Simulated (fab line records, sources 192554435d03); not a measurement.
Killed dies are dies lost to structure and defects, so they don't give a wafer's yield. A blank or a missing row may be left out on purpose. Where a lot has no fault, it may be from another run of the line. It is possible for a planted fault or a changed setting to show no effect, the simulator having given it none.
Split-lot study / flow n5_finfet / 21 wafers read across 7 lots, on a route 1938 steps long

ABOUT THE SPLIT
At N5_PMOS_HMC_CHANNEL_EPI_EXPOSE_06 (exposes mask PMOS HMC BLK, target cd 240 nm), the setting dose_mj was moved away from the recipe's 41 on 5 of the 21 wafers read, by -5.4% to +5.5%. This setting was run at the recipe's value on the other wafers.

FROM THE SPLIT TO THE READING: what the file shows between them, 2 steps
- N5_PMOS_HMC_CHANNEL_EPI_PEB_07: peb time 60 s
- N5_PMOS_HMC_CHANNEL_EPI_DEVELOP_08: develop time 30 s

THE READING
cd_nm (nm) at N5_PMOS_HMC_CHANNEL_EPI_CD_MEAS_09, where the cd target is 237.4 nm. Fault-free wafers of this fab line usually give 237.5 nm, standard deviation 0.83 nm.

wafer=L075.3; tool, chamber at the split=arfi_scanner-03, 0; dose_mj as run=41; against the recipe=recipe; cd_nm, nm=238.8; against lot-mates on the recipe=-
wafer=L075.5; tool, chamber at the split=arfi_scanner-03, 0; dose_mj as run=41; against the recipe=recipe; cd_nm, nm=238.6; against lot-mates on the recipe=-
wafer=L075.6; tool, chamber at the split=arfi_scanner-03, 0; dose_mj as run=41; against the recipe=recipe; cd_nm, nm=238.1; against lot-mates on the recipe=-
wafer=L077.2; tool, chamber at the split=arfi_scanner-01, 0; dose_mj as run=41; against the recipe=recipe; cd_nm, nm=237.0; against lot-mates on the recipe=-
wafer=L077.3; tool, chamber at the split=arfi_scanner-01, 0; dose_mj as run=41; against the recipe=recipe; cd_nm, nm=237.0; against lot-mates on the recipe=-
wafer=L077.6; tool, chamber at the split=arfi_scanner-01, 0; dose_mj as run=41; against the recipe=recipe; cd_nm, nm=236.7; against lot-mates on the recipe=-
wafer=L079.1; tool, chamber at the split=arfi_scanner-02, 0; dose_mj as run=41; against the recipe=recipe; cd_nm, nm=237.6; against lot-mates on the recipe=-
wafer=L079.3; tool, chamber at the split=arfi_scanner-02, 0; dose_mj as run=41; against the recipe=recipe; cd_nm, nm=238.0; against lot-mates on the recipe=-
wafer=L079.6; tool, chamber at the split=arfi_scanner-02, 0; dose_mj as run=43.27; against the recipe=+5.5%; cd_nm, nm=241.4; against lot-mates on the recipe=+3.6
wafer=L085.2; tool, chamber at the split=arfi_scanner-03, 0; dose_mj as run=41.97; against the recipe=+2.4%; cd_nm, nm=240.7; against lot-mates on the recipe=+2.1
wafer=L085.5; tool, chamber at the split=arfi_scanner-03, 0; dose_mj as run=41; against the recipe=recipe; cd_nm, nm=239.1; against lot-mates on the recipe=-
wafer=L085.6; tool, chamber at the split=arfi_scanner-03, 0; dose_mj as run=41; against the recipe=recipe; cd_nm, nm=238.1; against lot-mates on the recipe=-
wafer=L089.3; tool, chamber at the split=arfi_scanner-01, 0; dose_mj as run=41; against the recipe=recipe; cd_nm, nm=237.1; against lot-mates on the recipe=-
wafer=L089.4; tool, chamber at the split=arfi_scanner-01, 0; dose_mj as run=39.78; against the recipe=-3.0%; cd_nm, nm=234.8; against lot-mates on the recipe=-2.3
wafer=L089.6; tool, chamber at the split=arfi_scanner-01, 0; dose_mj as run=39.78; against the recipe=-3.0%; cd_nm, nm=234.6; against lot-mates on the recipe=-2.5
wafer=L091.1; tool, chamber at the split=arfi_scanner-03, 0; dose_mj as run=41; against the recipe=recipe; cd_nm, nm=238.4; against lot-mates on the recipe=-
wafer=L091.4; tool, chamber at the split=arfi_scanner-03, 0; dose_mj as run=41; against the recipe=recipe; cd_nm, nm=238.3; against lot-mates on the recipe=-
wafer=L091.6; tool, chamber at the split=arfi_scanner-03, 0; dose_mj as run=38.8; against the recipe=-5.4%; cd_nm, nm=233.8; against lot-mates on the recipe=-4.6
wafer=L096.1; tool, chamber at the split=arfi_scanner-02, 0; dose_mj as run=41; against the recipe=recipe; cd_nm, nm=238.3; against lot-mates on the recipe=-
wafer=L096.5; tool, chamber at the split=arfi_scanner-02, 0; dose_mj as run=41; against the recipe=recipe; cd_nm, nm=237.6; against lot-mates on the recipe=-
wafer=L096.6; tool, chamber at the split=arfi_scanner-02, 0; dose_mj as run=41; against the recipe=recipe; cd_nm, nm=238.1; against lot-mates on the recipe=-

FIT RESULTS
A straight line over all 21 wafers: cd_nm changes by +0.808 nm for each +1% of dose_mj; r = +0.92; the points scatter about the line by 0.74 nm.
The same after taking each lot's own level away (the mean of its wafers on the recipe; 21 wafers): +0.767 nm for each +1%; r = +0.98; scatter 0.31 nm.
Per that fit: largest dose_mj move, reading shift of 4.2 nm.
The lots' own levels span 236.90 to 238.60 nm, that is 2.0 times the standard deviation above.
The two slopes agree, so the slope changes little with the lot-to-lot level.
Check: +4.67 nm against its lot-mates is what the line predicts for one of the wafers moved furthest among these (+5.5%) when that wafer is left out of the fit. It came out at +3.6 nm against them.

OTHER SPLITS ON THESE WAFERS
Note: prior to the reading, these wafers also went through further splits. Each is held against what the fit with the lots' levels taken away leaves over:
other split on the same wafers=N5_ZERO_LAYER_COAT_05 spin_rpm; wafers away from the commonest value=7; r with cd_nm (lot level and that fit taken away)=+0.03
other split on the same wafers=N5_ZERO_LAYER_EXPOSE_08 dose_mj; wafers away from the commonest value=8; r with cd_nm (lot level and that fit taken away)=+0.11

THE WHOLE CHAIN: every reading that the file lists as answering this split, in the file's order
step=N5_PMOS_HMC_CHANNEL_EPI_CD_MEAS_09; what it does=target cd 237.4 nm; reading=cd_nm; change (the file's fit)=+0.765 nm for each +1% of the setting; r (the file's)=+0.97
step=N5_PMOS_HMC_CHANNEL_EPI_DESCUM_14; what it does=chemistry O2, time 7.9 s; reading=PMOS_HMC_CHANNEL_EPI.cd_nm (the simulator's own value, which no gauge read); change (the file's fit)=+0.726 nm for each +1% of the setting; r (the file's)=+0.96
step=N5_PMOS_HMC_CHANNEL_EPI_ETCH_32; what it does=etches BARC in N2/H2, stops on SiO2, target depth 85.8 nm, time 50.3 s; reading=PMOS_HMC_CHANNEL_EPI.cd_nm (the simulator's own value, which no gauge read); change (the file's fit)=+0.616 nm for each +1% of the setting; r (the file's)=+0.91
step=N5_PMOS_HMC_CHANNEL_EPI_HM_OPEN_15; what it does=chemistry CHF3/O2, target SiO2, target depth 40.6 nm, time 20.3 s; reading=PMOS_HMC_CHANNEL_EPI.cd_nm (the simulator's own value, which no gauge read); change (the file's fit)=+0.626 nm for each +1% of the setting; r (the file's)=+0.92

THE FILE'S OWN FIT
cd_nm changes by +0.765 nm for each +1% of dose_mj, r = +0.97.
